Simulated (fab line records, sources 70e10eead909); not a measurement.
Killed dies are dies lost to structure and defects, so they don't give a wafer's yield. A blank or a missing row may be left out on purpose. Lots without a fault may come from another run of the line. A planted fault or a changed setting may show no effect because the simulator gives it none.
A struck lot beside a sound one | flow nand_harc | 14 steps out of a route of 1159
Sound: wafers L216.1, L216.3, L216.4. Struck: wafers L223.2, L223.5, L223.6. The cause comes at the end.
At each step with rows: each side's tool, then ch and its chambers, then its first start. Under that, the readings that differ: sound wafers | struck wafers | difference of the means | sigmas: that difference in standard deviations of wafers without a fault.
alike: readings whose means differ by less than 2 such deviations, and words and numbers that are the same on both sides. not compared: withheld readings, readings that some wafer has no value for, bounds like >300 that may hide the same value, and numbers for which the record gives no deviation and whose values overlap.
The two part at a step that has a row with sigmas, a row that says differs or no value, or rows on one side only. Numbers that don't overlap but have no deviation are shown without sigmas and don't part them. A reading that every wafer of one side lacks parts them only if that side has two wafers or more.

NHARC_A_ZERO_WELL_INSPECT_17:
  sound on defect_inspect-02, day 7 08:40; struck on defect_inspect-02, day 9 02:56
  alike: raw_defect_count
then, 3 steps without rows for these wafers: NHARC_A_SOURCE_PLATE_PRECLEAN_00 (cleans in HF-LAST, time 60 s); NHARC_A_SOURCE_PLATE_SRD_01; NHARC_A_SOURCE_PLATE_OXIDE_02 (material SiO2, target thk 10 nm, ox time 1362 s).
NHARC_A_SOURCE_PLATE_THK_MEAS_09: measures by ellipsometry.
  sound on film_metro-01, day 7 14:19; struck on film_metro-01, day 9 10:22
  alike: thk_nm
then, 3 steps without rows for these wafers: NHARC_A_SOURCE_PLATE_PVD_04 (deposits WSi2, target thk 50 nm); NHARC_A_SOURCE_PLATE_CVD_03 (deposits poly-Si, target thk 200 nm, time 4000 s); NHARC_A_SOURCE_PLATE_ANNEAL_05 (time 1800 s).
NHARC_A_SOURCE_PLATE_THK_MEAS_06: measures by ellipsometry.
  sound on film_metro-01, day 8 03:29; struck on film_metro-01, day 9 23:31
  alike: thk_nm
NHARC_A_SOURCE_PLATE_INSPECT_08:
  sound on defect_inspect-02, day 8 03:34; struck on defect_inspect-02, day 9 23:36
  alike: raw_defect_count
NHARC_A_ONON_D1_DEP_00: target thk 1000 nm.
  sound on pecvd_onon-01 ch 0, day 8 03:38; struck on pecvd_onon-01 ch 0, day 9 23:44
  alike: nh3_flow_sccm
NHARC_A_ONON_D1_THK_MEAS_02: measures by ellipsometry.
  sound on film_metro-02, day 8 04:08; struck on film_metro-01, day 10 00:11
  reading     | sound         | struck         | difference | sigmas
  thk_nm (nm) | 999 1002 1000 | 1508 1506 1508 | +507       | +53
then, 1 step without rows for these wafers: NHARC_A_ONON_D1_DEP_03 (target thk 1000 nm).
-- the record jumps here: 12 days lie between the struck wafers' starts before and after (it left off in module A_ONON_D1 and takes up again in module END, whose first step shown is number 1159 of the route) --
NHARC_END_SORT_01:
  the record has rows for the struck wafers here (prober-01 ch 0, day 22 05:29) and none for the sound ones

WHERE THEY PART
First at NHARC_A_ONON_D1_THK_MEAS_02; last, within this record, at NHARC_END_SORT_01.

WHY: what the simulator had put in
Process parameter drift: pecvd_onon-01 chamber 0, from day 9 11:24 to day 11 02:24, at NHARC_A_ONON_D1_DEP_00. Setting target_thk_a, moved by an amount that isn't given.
